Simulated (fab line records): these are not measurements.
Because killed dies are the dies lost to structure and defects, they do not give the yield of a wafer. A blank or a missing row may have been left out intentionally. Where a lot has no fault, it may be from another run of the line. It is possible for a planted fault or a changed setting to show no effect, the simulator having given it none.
8D (eight disciplines) problem report, filled in by code ; flow n5 finfet ; the parts of the form that need people (team, actions taken, sign-off) are left out

## 1. PROBLEM STATEMENT
oes product au at N5_FIN_SAQP_SPACER2_ETCHBACK_29 reads a mean of 1.15 a.u. on 2 wafers of 2 lots; wafers without a fault read 0.79 a.u. with a standard deviation of 0.084. That puts it +4.3 standard deviations away from the usual mean.
The step: etches SiO2 in CHF3/O2, target depth 12.2 nm, time 6.1 s.
First seen on wafer L710.1, day 5 20:20, on rie diel-05. Wafers with a number at this step in the record: 28, from 10 lots. By rule, "out" or "out of limits" means more than 4 standard deviations away from the usual mean. The other wafers with a number count as sound.

## 2. WHAT IT IS; WHAT IT IS NOT
question;is;is not
which readings at this step;oes product au;O2_flow_sccm, drypump motor current A, rf vpp V, showerhead plenum p Torr, throttle valve pct
which lots;L710, L711;L697, L700, L701, L703, L708, L709, L715, L717
which wafers of those lots;L710.1, L711.1;L710.2, L711.4
read on which tools;rie diel-05;rie diel-04, rie diel-06
when;from day 5 20:20;"up to then (19 sound wafers); but 7 sound wafers of L711, L715, L717 came after"

## 3. WHAT RULES OUT EACH SUSPECT
Counting: a tool at a process step up to the reading stays a suspect if it ran every lot that is out. Sound lots after the first of them don't rule it out here, since some wafers of a struck lot are sound.
- rie diel-05 at N5_FIN_SAQP_SPACER2_ETCHBACK_29 (etches SiO2 in CHF3/O2, target depth 12.2 nm, time 6.1 s): kept. It processed each lot that is out (first: L710, day 5 20:20); up to then, its last sound lot is L703 (day 4 02:53). Its own oes product au readings are out on those wafers.
- rie diel-05, N5_FIN_SAQP_SPACER2_ETCHBACK_29: wafers that are out in chamber 2, sound lot-mates in chambers 0, 1.
Remaining after the count: rie diel-05 at N5_FIN_SAQP_SPACER2_ETCHBACK_29.

## 4. THE CAUSE (what the simulator had put in)
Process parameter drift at N5_FIN_SAQP_SPACER2_ETCHBACK_29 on rie diel-05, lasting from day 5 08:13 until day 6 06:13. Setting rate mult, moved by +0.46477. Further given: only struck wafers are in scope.
The count eliminated every tool but this one.

## 5. SEQUENCE OF EFFECTS, ordered by route
Each row: a reading where the mean over the struck wafers with a number is more than 3 standard deviations away from the usual. Scope: only readings with a usual standard deviation given in the record; hours: median across lots of the time from each lot's start at the first step in this table that gives one to its start at this step; sigmas: change in usual standard deviations.
hours;step;reading;usual;on struck wafers;change;sigmas
0;N5_FIN_SAQP_SPACER2_ETCHBACK_29;oes product au;0.79 a.u.;1.15;+0.36;+4.3
It contains these process steps:
- N5_FIN_SAQP_SPACER2_ETCHBACK_29: etches SiO2 in CHF3/O2, target depth 12.2 nm, time 6.1 s.
At these later measuring or inspecting steps, every struck wafer for which the step has a row has a number for every such reading, and none has moved that far: N5_BEOL_M4_RC_MEAS_101.

## 6. WHAT WOULD HAVE CAUGHT IT SOONER
The fault began at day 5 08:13; the first out-of-limits reading in this record came at day 5 20:20, 12 hours later.
